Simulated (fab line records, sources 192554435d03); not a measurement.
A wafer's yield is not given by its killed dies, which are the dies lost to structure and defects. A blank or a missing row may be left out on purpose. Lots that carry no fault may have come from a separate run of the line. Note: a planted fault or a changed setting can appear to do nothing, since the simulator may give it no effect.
fab line records	flow n5Finfet	part 2 of 2: steps 25 to 34 of 34
[record] lots = 5	wafers = 15	lastDay = 16
route steps=1938 shown BEOL_M3@1003 BEOL_M4@1021
lots with no fault: from the same line, run without faults
startH: the number of hours between the record's first day and the start of the first shown wafer of the lot	waitH: time in hours since the lot's previous step	" the same as in the row above	L1.1+2: a single row standing in for several wafers	- no value, or no start was given	* or withheld: withheld	< > ~ a bound
route shown NAME@n: NAME is a module with steps in the file, n the number in the route of the first one	usual: mean and standard deviation over wafers with no fault	same: alike in all rows	chamber/n: place in a boat	sites: readings site by site	_std_site: standard deviation of those values	_edge_site: inner sites' mean taken away from outer sites' mean	radiusMm: how far each site lies from the wafer's centre	mask NAME#n: copy n	behind: the most recent tool/chamber to have shaped the wafer	hold: why the lot was held/for how many hours/how that ended	device: transistor that didn't switch, given as n, p or np	end of line: the route-end tests of the same wafers	where a step has no rows: the recipe by itself	killed: at the first sort, the dies lost to defects and structure; wafer yield is something else	map: dies across one wafer; x = killed, . = not, _ = none there
set.NAME: setting as actually run; set.NAME@STEP: the setting as run at that earlier step	model.NAME: the simulator's own value behind a step, which no gauge read
a table for each step, a row for each wafer; lots at some steps of the route
services: a tool's chamber out of use, with start hour (startH, from the record's first day; less than 0 if before it), hours out, and reason
[[steps]]
[step N5_BEOL_M4_COAT_73]
[recipe] resist = underlayer	tempC = 205	timeS = 60	spinRpm = 1500	resistThkNm = 5
[usual] chillPlateTempC = 23.04/0.098
[same] timeS = 60
lot.wafer	tool	chamber	startH	waitH	chillPlateTempC
L082.1	lithoTrack-01	0	-	-	23.09
L082.4	"	0	"	"	22.90
L082.6	"	0	"	"	23.08
L088.1	lithoTrack-04	0	-	-	23.02
L088.4	"	0	"	"	23.11
L088.6	"	0	"	"	22.99
L091.2	lithoTrack-05	0	-	-	22.99
L091.4	"	0	"	"	23.09
L091.5	"	0	"	"	23.06
L093.1	lithoTrack-05	0	-	-	23.05
L093.2	"	0	"	"	22.96
L093.4	"	0	"	"	22.92
L094.1	lithoTrack-04	0	-	-	22.96
L094.3	"	0	"	"	23.09
L094.4	"	0	"	"	23.14
[step N5_BEOL_M4_COAT_05]
[recipe] resist = CAR-EUV	spinRpm = 1500	resistThkNm = 30
[usual] chillPlateTempC = 23.02/0.11
lot.wafer	tool	chamber	startH	waitH	chillPlateTempC
L082.1	lithoTrack-01	0	-	-	23.00
L082.4	"	0	"	"	23.10
L082.6	"	0	"	"	23.02
L088.1	lithoTrack-04	0	-	-	23.10
L088.4	"	0	"	"	22.90
L088.6	"	0	"	"	22.89
L091.2	lithoTrack-05	0	-	-	23.03
L091.4	"	0	"	"	22.98
L091.5	"	0	"	"	23.07
L093.1	lithoTrack-05	0	-	-	22.98
L093.2	"	0	"	"	23.10
L093.4	"	0	"	"	23.02
L094.1	lithoTrack-04	0	-	-	23.18
L094.3	"	0	"	"	22.99
L094.4	"	0	"	"	23.00
[step N5_BEOL_M4_EBR_07]
[recipe] solvent = PGMEA	ebrWidthMm = 1.5
[usual] chillPlateTempC = 22.96/0.11
lot.wafer	tool	chamber	startH	waitH	chillPlateTempC
L082.1	lithoTrack-01	0	-	-	23.05
L082.4	"	0	"	"	23.09
L082.6	"	0	"	"	23.16
L088.1	lithoTrack-04	0	-	-	22.87
L088.4	"	0	"	"	22.88
L088.6	"	0	"	"	22.92
L091.2	lithoTrack-05	0	-	-	22.90
L091.4	"	0	"	"	22.97
L091.5	"	0	"	"	23.06
L093.1	lithoTrack-05	0	-	-	22.99
L093.2	"	0	"	"	22.96
L093.4	"	0	"	"	22.86
L094.1	lithoTrack-04	0	-	-	22.73
L094.3	"	0	"	"	22.72
L094.4	"	0	"	"	22.95
[step N5_BEOL_M4_SOFTBAKE_06]
[recipe] tempC = 110	timeS = 60	resist = CAR-EUV
[usual] chillPlateTempC = 23.03/0.096
[same] timeS = 60
lot.wafer	tool	chamber	startH	waitH	chillPlateTempC
L082.1	lithoTrack-01	0	-	-	22.86
L082.4	"	0	"	"	23.10
L082.6	"	0	"	"	23.17
L088.1	lithoTrack-04	0	-	-	23.06
L088.4	"	0	"	"	23.08
L088.6	"	0	"	"	23.07
L091.2	lithoTrack-05	0	-	-	22.96
L091.4	"	0	"	"	22.81
L091.5	"	0	"	"	22.93
L093.1	lithoTrack-05	0	-	-	23.05
L093.2	"	0	"	"	23.00
L093.4	"	0	"	"	22.95
L094.1	lithoTrack-04	0	-	-	23.18
L094.3	"	0	"	"	23.17
L094.4	"	0	"	"	23.14
[step N5_BEOL_M4_EXPOSE_08]
[recipe] maskId = M4	na = 0.33	sourceShape = dipole	sigmaInner = 0.369	sigmaOuter = 0.767	polarization = unpolarized	doseMj = 41.25
[same] na = 0.33	sigmaOuter = 0.767
lot.wafer	tool	chamber	startH	waitH	mask
L082.1+4+6	euvScanner-01	0	202.01	-	M4#0
L088.1+4+6	euvScanner-02	0	239.95	-	M4#0
L091.2+4+5	euvScanner-01	0	266.69	-	M4#0
L093.1+2+4	euvScanner-01	0	272.75	-	M4#0
L094.1+3+4	euvScanner-02	0	274.81	-	M4#0
[step N5_BEOL_M4_PEB_09]
[recipe] pebTempC = 100	pebTimeS = 60	resist = CAR-EUV
[usual] chillPlateTempC = 22.99/0.12
lot.wafer	tool	chamber	startH	waitH	chillPlateTempC
L082.1	lithoTrack-04	0	202.07	0.1	22.99
L082.4	"	0	"	"	22.93
L082.6	"	0	"	"	22.96
L088.1	lithoTrack-05	0	240.02	0.1	22.81
L088.4	"	0	"	"	22.81
L088.6	"	0	"	"	23.00
L091.2	lithoTrack-05	0	266.75	0.1	23.05
L091.4	"	0	"	"	23.16
L091.5	"	0	"	"	22.98
L093.1	lithoTrack-01	0	272.82	0.1	23.20
L093.2	"	0	"	"	23.05
L093.4	"	0	"	"	23.19
L094.1	lithoTrack-04	0	274.87	0.1	22.80
L094.3	"	0	"	"	22.75
L094.4	"	0	"	"	22.93
[step N5_BEOL_M4_DEVELOP_10]
[recipe] developTimeS = 30	developer = TMAH	resist = CAR-EUV	rinseLiquid = surfactantRinse	dry = airSpin	devTempC = 23
[usual] chillPlateTempC = 22.99/0.099
lot.wafer	tool	chamber	startH	waitH	chillPlateTempC
L082.1	lithoTrack-04	0	-	-	22.97
L082.4	"	0	"	"	22.78
L082.6	"	0	"	"	23.02
L088.1	lithoTrack-05	0	-	-	23.10
L088.4	"	0	"	"	22.88
L088.6	"	0	"	"	22.95
L091.2	lithoTrack-05	0	-	-	22.96
L091.4	"	0	"	"	23.04
L091.5	"	0	"	"	23.11
L093.1	lithoTrack-01	0	-	-	23.03
L093.2	"	0	"	"	23.03
L093.4	"	0	"	"	23.11
L094.1	lithoTrack-04	0	-	-	22.96
L094.3	"	0	"	"	22.91
L094.4	"	0	"	"	22.90
[step N5_BEOL_M4_CD_MEAS_11]
[recipe] targetCdNm = 16.79	landingEnergyEv = 500	detector = seInlens	polarity = opening
[usual] cdNm = 16.84/0.29
lot.wafer	tool	chamber	startH	waitH	cdNm
L082.1	cdSem-01	0	202.14	-	16.83
L082.4	"	0	"	"	16.89
L082.6	"	0	"	"	17.46
L088.1	cdSem-03	0	240.09	-	16.68
L088.4	"	0	"	"	17.03
L088.6	"	0	"	"	16.81
L091.2	cdSem-03	0	266.82	-	16.98
L091.4	"	0	"	"	16.82
L091.5	"	0	"	"	16.73
L093.1	cdSem-01	0	272.90	-	16.76
L093.2	"	0	"	"	16.90
L093.4	"	0	"	"	16.37
L094.1	cdSem-02	0	274.94	-	17.23
L094.3	"	0	"	"	16.97
L094.4	"	0	"	"	17.46
[step N5_BEOL_M4_OVL_MEAS_12]
[recipe] pointsPerWafer = 522
[usual] M4_OVL = -0.2/0.68
[same] pointsPerWafer = 522
lot.wafer	tool	chamber	startH	waitH	M4_OVL[nm]
L082.1	overlay-01	0	202.17	0.0	-0.7
L082.4	"	0	"	"	-1.6
L082.6	"	0	"	"	-1.8
L088.1	overlay-01	0	240.12	0.0	-0.7
L088.4	"	0	"	"	0.0
L088.6	"	0	"	"	-0.3
L091.2	overlay-02	0	266.86	0.0	0.1
L091.4	"	0	"	"	0.1
L091.5	"	0	"	"	-0.6
L093.1	overlay-02	0	272.93	0.0	-1.0
L093.2	"	0	"	"	-0.1
L093.4	"	0	"	"	-0.7
L094.1	overlay-01	0	274.97	0.0	0.3
L094.3	"	0	"	"	0.1
L094.4	"	0	"	"	0.4
[step N5_BEOL_M4_INSPECT_13]
[recipe] mode = adi	inspectInstrument = brightfield
[usual] rawDefectCount = 401/95
lot.wafer	tool	chamber	startH	waitH	rawDefectCount
L082.1	defectInspect-01	-	202.23	0.1	392
L082.4	"	-	"	"	213
L082.6	"	-	"	"	257
L088.1	defectInspect-02	-	240.17	0.1	414
L088.4	"	-	"	"	398
L088.6	"	-	"	"	421
L091.2	defectInspect-02	-	266.91	0.0	629
L091.4	"	-	"	"	506
L091.5	"	-	"	"	517
L093.1	defectInspect-02	-	272.98	0.1	454
L093.2	"	-	"	"	388
L093.4	"	-	"	"	531
L094.1	defectInspect-01	-	275.03	0.1	382
L094.3	"	-	"	"	357
L094.4	"	-	"	"	551
[[services]]
tool	chamber	startH	hours	kind
euvScanner-01	-	175.00	4.6	pm
cmp-03	-	183.94	1.6	repair
ecdCu-02	-	184.12	5.4	pm
euvScanner-02	-	184.17	12.2	repair
pecvd-02	1	189.86	2.9	repair
pecvd-01	2	194.03	10.1	repair
pecvd-01	-	196.98	0.2	repair
euvScanner-01	-	203.26	17.3	pm
cmp-03	-	206.66	7.8	pm
cvdCo-02	-	209.75	6.0	pm
euvScanner-01	-	224.92	2.9	repair
euvScanner-02	-	227.82	1.0	pm
euvScanner-01	-	228.83	1.0	pm
euvScanner-01	-	236.12	0.6	repair
cmp-03	-	237.81	4.0	pm
pecvd-04	1	239.86	2.1	scheduledDown
euvScanner-02	-	244.40	4.6	pm
pecvd-01	2	247.92	5.4	repair
pecvd-02	2	249.49	2.1	scheduledDown
cvdCo-02	-	258.29	2.3	repair
cmp-03	-	265.33	1.6	repair
euvScanner-02	-	265.35	1.9	repair
euvScanner-02	-	271.09	1.0	pm
lithoTrack-04	-	274.28	-	consumableReplace:filter
